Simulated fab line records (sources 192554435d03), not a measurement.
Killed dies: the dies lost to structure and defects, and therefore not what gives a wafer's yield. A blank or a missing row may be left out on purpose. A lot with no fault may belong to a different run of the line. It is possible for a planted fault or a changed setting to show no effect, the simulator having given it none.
A struck lot beside a sound one :: flow n5-finfet :: 35 steps out of a route of 1938
Sound: these wafers, L689.2, L689.3, L689.5. Struck: wafers L703.2, L703.5, L703.6. The cause comes at the end.
Order at every step that has rows: each side's tool, ch and its chambers, its first start. Under that, the readings that differ: sound wafers :: struck wafers :: difference of the means :: sigmas: that difference in standard deviations of wafers without a fault.
alike: words and numbers the same on both sides, and readings whose means are apart by under 2 such deviations; not compared: readings that were withheld, readings missing a value for some wafer, numbers with overlapping values and no deviation given by the record, and bounds like >300 which may hide the same value.
The two part at a step that has a row with sigmas, a row that says differs or no value, or rows on one side only. When numbers do not overlap yet have no deviation, they are printed without sigmas and do not part them. Lack of a reading on every wafer of one side parts them only where that side has two or more wafers.

first, 9 steps without rows for these wafers: N5_SD_EPI_N_SOFTBAKE_04 (time 60 s); N5_SD_EPI_N_EXPOSE_06 (exposes mask SD N BLK, target cd 120 nm); N5_SD_EPI_N_PEB_07 (peb time 60 s); N5_SD_EPI_N_DEVELOP_08 (develop time 30 s); N5_SD_EPI_N_DESCUM_14 (chemistry O2, time 7.9 s); N5_SD_EPI_N_ETCH_34 (etches SiARC in CF4, target depth 45.5 nm, time 75.8 s); N5_SD_EPI_N_ETCH_35 (etches SOC in N2/H2, overetch 108 nm, time 486 s); N5_SD_EPI_N_STRIP_36 (strips in N2/H2); N5_SD_EPI_N_ETCHBACK_44 (etches SiNx in CH3F/O2, stops on SiO2, target depth 14.5 nm).
N5_SD_EPI_N_ETCH_45: etches SiOCN in CH3F/O2, target depth 6 nm.
  sound on rie-diel-04 ch 0,1, day 4 18:14; struck on rie-diel-04 ch 1,2,3, day 8 07:19
reading: oes-product-au (a.u.)
sound: 0.68 0.70 0.69
struck: 0.84 0.99 0.84
difference: +0.20
sigmas: +2

reading: model.etch.depth-nm (nm)
sound: 5.927 5.99 5.955
struck: 2.798 2.821 2.829
difference: -3.141
sigmas: 
  alike: chamber-pressure-mTorr, drypump-motor-current-A, rf-vpp-V, showerhead-plenum-p-Torr, throttle-valve-pct
  not compared: rf-hours-counter-h
then, 24 steps without rows for these wafers: N5_SD_EPI_N_ETCH_16 (etches SiO2 in CHF3/O2, target depth 5 nm); N5_SD_EPI_N_STRIP_47 (strips in CHF3/O2); N5_SD_EPI_N_SD_RECESS_17 (chemistry HBr/Cl2/O2, target depth 41 nm, time 23.7 s, bt time 3 s); N5_SD_EPI_N_STRIP_38 (strips in N2/H2); N5_SD_EPI_N_WET_ETCH_43 (etches SiO2 in dHF, time 14 s, target depth 1.5 nm); N5_SD_EPI_N_STRIP_18 (strips in SPM, time 750 s); N5_SD_EPI_N_SRD_20 (time 30 s); N5_SD_EPI_N_PRECLEAN_48 (cleans in NF3:NH3, afs cycles 2, time 20 s, sublimation time 60 s); N5_SD_EPI_N_VAPOR_ETCH_50 (etches Si in HCl, time 54 s); N5_SD_EPI_N_EPI_21 (deposits Si:P, time 690 s); N5_SD_EPI_N_PRECLEAN_24 (cleans in O3/DIW, time 60 s); N5_SD_EPI_N_SRD_25 (time 30 s); N5_SD_EPI_N_PRECLEAN_49 (cleans in NF3:NH3, afs cycles 1, time 20 s, sublimation time 60 s); N5_SD_EPI_N_LINER_46 (material SiNx, target thk 3 nm); N5_SD_EPI_P_COAT_34 (time 60 s, resist thk 350 nm); N5_SD_EPI_P_COAT_35 (time 60 s, resist thk 35 nm); N5_SD_EPI_P_COAT_03 (resist thk 150 nm); N5_SD_EPI_P_EBR_05; N5_SD_EPI_P_SOFTBAKE_04 (time 60 s); N5_SD_EPI_P_EXPOSE_06 (exposes mask SD P BLK, target cd 240 nm); N5_SD_EPI_P_PEB_07 (peb time 60 s); N5_SD_EPI_P_DEVELOP_08 (develop time 30 s); N5_SD_EPI_P_DESCUM_14 (chemistry O2, time 7.9 s); N5_SD_EPI_P_ETCH_36 (etches SiARC in CF4, target depth 45.5 nm, time 75.8 s).
-- a jump in the record: the struck wafers' starts before and after are 5 days apart (it breaks off in module SD_EPI_P and resumes in module BEOL_M4, where the first step shown is number 1111 of the route) --
N5_BEOL_M4_RC_MEAS_101:
  sound on prober-01 ch 0, day 9 13:55; struck on prober-01 ch 0, day 13 01:19
reading: REXT_N (ohm.um)
sound: 73.7 73.6 75.0
struck: 79.8 78.9 79.6
difference: +5.3
sigmas: +4
  alike: DIBL_N, DIBL_P, IOFF_N, IOFF_P, ION_N, ION_P, SS_N, SS_P, VT_N, VT_P

## WHERE THEY PART
Last at N5_BEOL_M4_RC_MEAS_101 as far as this record goes, first at N5_SD_EPI_N_ETCH_45.

WHY: what the simulator had put in
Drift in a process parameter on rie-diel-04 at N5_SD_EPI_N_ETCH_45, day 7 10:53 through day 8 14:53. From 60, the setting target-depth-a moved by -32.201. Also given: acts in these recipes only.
